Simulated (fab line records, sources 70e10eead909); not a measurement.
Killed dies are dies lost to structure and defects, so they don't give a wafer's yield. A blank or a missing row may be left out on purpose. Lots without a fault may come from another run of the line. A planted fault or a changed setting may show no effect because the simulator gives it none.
Which tool did it? | flow nand_harc | 10 lots, 30 wafers sampled, at 6 steps of a route of 1302

WHAT THE GAUGES READ, wafer by wafer
NHARC_A_CONTACT_CD_MEAS_08: target cd 200 nm.
lot  | measured     | on        | cd_nm (nm)
L545 | day 22 21:50 | cd_sem-03 | 201.0 200.6 200.5
L544 | day 23 01:39 | cd_sem-03 | 199.6 198.8 199.8
L550 | day 23 19:44 | cd_sem-01 | 199.5 200.9 199.7
L549 | day 24 02:00 | cd_sem-03 | 201.4 199.7 200.7
L554 | day 25 15:58 | cd_sem-03 | 199.8 199.2 199.0
L560 | day 29 04:15 | cd_sem-02 | 188.8 187.7 189.0 188.1 187.9 189.0
L562 | day 29 06:11 | cd_sem-03 | 190.6 190.9 189.7 189.9 190.8 189.8
L564 | day 29 18:13 | cd_sem-03 | 199.4 199.0 199.4
L567 | day 31 06:16 | cd_sem-02 | 199.5 199.0 199.1
L565 | day 32 02:26 | cd_sem-01 | 200.3 200.2 201.0

NHARC_END_SORT_01.
lot  | measured     | on        | killed_at_array | killed_at_other | killed_at_periphery | killed_dies | killed_open | killed_short
L560 | day 31 20:51 | prober-02 | 70 62 47        | 0 1 0           | 1 0 4               | 71 63 51    | 2 2 2       | 2 3 2
L562 | day 32 01:42 | prober-01 | 52 55 47        | 1 1 0           | 8 6 2               | 61 62 49    | 5 1 4       | 3 5 1

WHICH TOOL RAN EACH LOT (tool, then ch and the chambers of the sampled wafers, then the start)
lot  | NHARC_A_CONTACT_ETCH_127             | NHARC_A_CONTACT_STRIP_82                      | NHARC_A_CONTACT_EXPOSE_05          | NHARC_A_CONTACT_ETCH_31
L545 | har_cap_etch-02 ch 0,1, day 22 12:37 | rie_diel-01 ch 0,1,2, day 22 21:42 or earlier | arfi_scanner-03 ch 0, day 22 21:42 | rie_diel-08 ch 0,2,3, no start
L544 | har_cap_etch-01 ch 0,1, day 22 19:07 | rie_diel-01 ch 1,2,3, day 23 01:31 or earlier | arfi_scanner-01 ch 0, day 23 01:31 | rie_diel-01 ch 1,2,3, no start
L550 | har_cap_etch-01 ch 0,1, day 23 12:41 | rie_diel-01 ch 0,1,3, day 23 19:36 or earlier | arfi_scanner-03 ch 0, day 23 19:36 | rie_diel-01 ch 1,2,3, no start
L549 | har_cap_etch-03 ch 0,1, day 23 20:28 | rie_diel-04 ch 1,2, day 24 01:52 or earlier   | arfi_scanner-01 ch 0, day 24 01:52 | rie_diel-01 ch 1,2, no start
L554 | har_cap_etch-01 ch 0,1, day 25 10:29 | rie_diel-04 ch 1,3, day 25 15:50 or earlier   | arfi_scanner-01 ch 0, day 25 15:50 | rie_diel-04 ch 2,3, no start
L560 | har_cap_etch-02 ch 0,1, day 28 15:04 | rie_diel-01 ch 0,1, day 29 04:07 or earlier   | arfi_scanner-02 ch 0, day 29 04:07 | rie_diel-08 ch 0,1, day 31 20:51 or earlier
L562 | har_cap_etch-01 ch 0,1, day 28 19:03 | rie_diel-01 ch 0,1,3, day 29 06:02 or earlier | arfi_scanner-02 ch 0, day 29 06:02 | rie_diel-04 ch 1,2, day 32 01:42 or earlier
L564 | har_cap_etch-01 ch 0,1, day 29 12:02 | rie_diel-04 ch 0,1,3, day 29 18:04 or earlier | arfi_scanner-01 ch 0, day 29 18:04 | rie_diel-04 ch 0,1,3, no start
L567 | har_cap_etch-01 ch 0,1, day 30 23:51 | rie_diel-08 ch 0,2,3, day 31 06:08 or earlier | arfi_scanner-01 ch 0, day 31 06:08 | rie_diel-04 ch 0,2,3, no start
L565 | har_cap_etch-01 ch 0,1, day 31 20:22 | rie_diel-08 ch 0,3, day 32 02:18 or earlier   | arfi_scanner-03 ch 0, day 32 02:18 | rie_diel-01 ch 0,2, no start
- NHARC_A_CONTACT_ETCH_127: etches the open film in C4F8/O2/Ar, time 197 s, target depth 1918 nm.
- NHARC_A_CONTACT_STRIP_82: strips in O2.
- NHARC_A_CONTACT_EXPOSE_05: exposes mask A CC.
- NHARC_A_CONTACT_ETCH_31: etches the open film in O2/COS, target depth 2800 nm, time 728 s.

WHAT THE TOOLS THEMSELVES READ (means of the sampled wafers that have a number; where no wafer has one, the mark that the record gives instead)
NHARC_A_CONTACT_ETCH_127.
lot  | tool            | chamber_pressure_mTorr (mTorr)
L545 | har_cap_etch-02 | 20.019
L544 | har_cap_etch-01 | 19.997
L550 | har_cap_etch-01 | 19.998
L549 | har_cap_etch-03 | 19.989
L554 | har_cap_etch-01 | 20.008
L560 | har_cap_etch-02 | 19.996
L562 | har_cap_etch-01 | 19.997
L564 | har_cap_etch-01 | 19.981
L567 | har_cap_etch-01 | 19.994
L565 | har_cap_etch-01 | 19.985

NHARC_A_CONTACT_STRIP_82.
lot  | tool        | chamber_pressure_mTorr (mTorr) | drypump_motor_current_A (A) | mfc_ar_sccm (sccm) | o2_flow_sccm (sccm) | oes_product_au (a.u.) | rf_vpp_V (V) | showerhead_plenum_p_Torr (Torr) | throttle_valve_pct (%)
L545 | rie_diel-01 | 60.01                          | 5.8                         | 0.006              | 499.5               | 1.004                 | 57.3         | 3.54                            | 17.031
L544 | rie_diel-01 | 60.05                          | 5.9                         | 0.000              | 499.2               | 1.003                 | 57.5         | 3.41                            | 17.046
L550 | rie_diel-01 | 60.05                          | 5.7                         | 0.006              | 501.2               | 1.008                 | 57.8         | 3.57                            | 17.045
L549 | rie_diel-04 | 60.00                          | 6.1                         | 0.004              | 500.9               | 1.008                 | 58.0         | 3.60                            | 17.040
L554 | rie_diel-04 | 60.01                          | 6.0                         | 0.000              | 500.0               | 1.001                 | 58.6         | 3.64                            | 17.042
L560 | rie_diel-01 | 59.97                          | 5.6                         | 0.012              | 500.1               | 0.997                 | 58.8         | 3.68                            | 17.040
L562 | rie_diel-01 | 59.95                          | 5.7                         | 0.006              | 498.2               | 0.996                 | 57.6         | 3.55                            | 17.037
L564 | rie_diel-04 | 59.97                          | 6.2                         | 0.000              | 500.4               | 0.993                 | 57.8         | 3.58                            | 17.032
L567 | rie_diel-08 | 59.96                          | 5.6                         | 0.003              | 499.3               | 1.013                 | 57.6         | 3.45                            | 17.039
L565 | rie_diel-08 | 60.01                          | 5.7                         | 0.003              | 499.6               | 1.015                 | 57.9         | 3.45                            | 17.041

NHARC_A_CONTACT_EXPOSE_05.
lot  | tool            | exposure_dose_mJ_cm2
L545 | arfi_scanner-03 | 84.1
L544 | arfi_scanner-01 | 85.6
L550 | arfi_scanner-03 | 84.2
L549 | arfi_scanner-01 | 85.6
L554 | arfi_scanner-01 | 85.7
L560 | arfi_scanner-02 | 70.2
L562 | arfi_scanner-02 | 72.9
L564 | arfi_scanner-01 | 85.7
L567 | arfi_scanner-01 | 85.7
L565 | arfi_scanner-03 | 84.2

NHARC_A_CONTACT_ETCH_31.
lot  | tool        | chamber_pressure_mTorr (mTorr) | drypump_motor_current_A (A) | mfc_ar_sccm (sccm) | o2_flow_sccm (sccm) | oes_product_au (a.u.) | rf_vpp_V (V) | showerhead_plenum_p_Torr (Torr) | throttle_valve_pct (%)
L545 | rie_diel-08 | 19.990                         | 5.60                        | 0.003              | 401.1               | 1.009                 | 313.8        | 3.08                            | 28.328
L544 | rie_diel-01 | 19.985                         | 5.91                        | 0.000              | 401.0               | 1.006                 | 313.4        | 3.01                            | 28.331
L550 | rie_diel-01 | 20.001                         | 5.93                        | 0.000              | 399.7               | 1.000                 | 313.2        | 3.01                            | 28.328
L549 | rie_diel-01 | 19.996                         | 6.11                        | 0.000              | 399.9               | 1.009                 | 312.6        | 2.98                            | 28.325
L554 | rie_diel-04 | 20.007                         | 5.98                        | 0.004              | 399.6               | 0.998                 | 315.8        | 3.27                            | 28.333
L560 | rie_diel-08 | 19.998                         | 5.43                        | 0.012              | 399.9               | 1.014                 | 314.6        | 3.14                            | 28.328
L562 | rie_diel-04 | 19.999                         | 6.04                        | 0.009              | 400.2               | 0.998                 | 315.4        | 3.22                            | 28.316
L564 | rie_diel-04 | 20.009                         | 6.18                        | 0.000              | 400.6               | 1.002                 | 314.8        | 3.17                            | 28.328
L567 | rie_diel-04 | 19.991                         | 6.12                        | 0.004              | 399.3               | 0.999                 | 315.4        | 3.21                            | 28.332
L565 | rie_diel-01 | 19.998                         | 5.94                        | 0.006              | 400.4               | 1.006                 | 317.6        | 3.34                            | 28.327

THE ANSWER, worked out from the rows above alone
Rule: what is usual is taken from the lots themselves. Put in order of their means at a reading, lots are off if they are a third of the lots or fewer, leave a main group of 4 or more, and stand apart from it by a gap of 3 or more times the standard deviation of the main group's means; of several such gaps the widest counts. A main group whose means are all the same, to the digits that the tables above print for the reading, isn't used. A lot without any number at a reading at which 4 lots or more have one is off too. The other lots that the step has rows for count as sound. The gauges are gone through in route order, then the tools' own readings, and for those a lot's mean is taken as printed above. The first step at which some lot is off is used, and at that step the reading that is off furthest; a lot without a number counts as furthest.
Off: L560, L562, at NHARC_A_CONTACT_CD_MEAS_08 (cd_nm). The main group: mean 199.9 nm, standard deviation 0.61.
A tool fits if, at a process step before that reading, it ran every lot that is off, and no sound lot after the first of them. The gauges at NHARC_A_CONTACT_CD_MEAS_08 aren't tried: what is off there is off at NHARC_A_CONTACT_EXPOSE_05 too, on other tools, and a gauge's error can't cause that. NHARC_A_CONTACT_STRIP_82 gives no start for some lots, so the hours and the order of its lots are those of NHARC_A_CONTACT_EXPOSE_05. Can't be told from this: 2 tools fit, rie_diel-01 at NHARC_A_CONTACT_STRIP_82, arfi_scanner-02 at NHARC_A_CONTACT_EXPOSE_05.

WHAT THE SIMULATOR HAD PUT IN
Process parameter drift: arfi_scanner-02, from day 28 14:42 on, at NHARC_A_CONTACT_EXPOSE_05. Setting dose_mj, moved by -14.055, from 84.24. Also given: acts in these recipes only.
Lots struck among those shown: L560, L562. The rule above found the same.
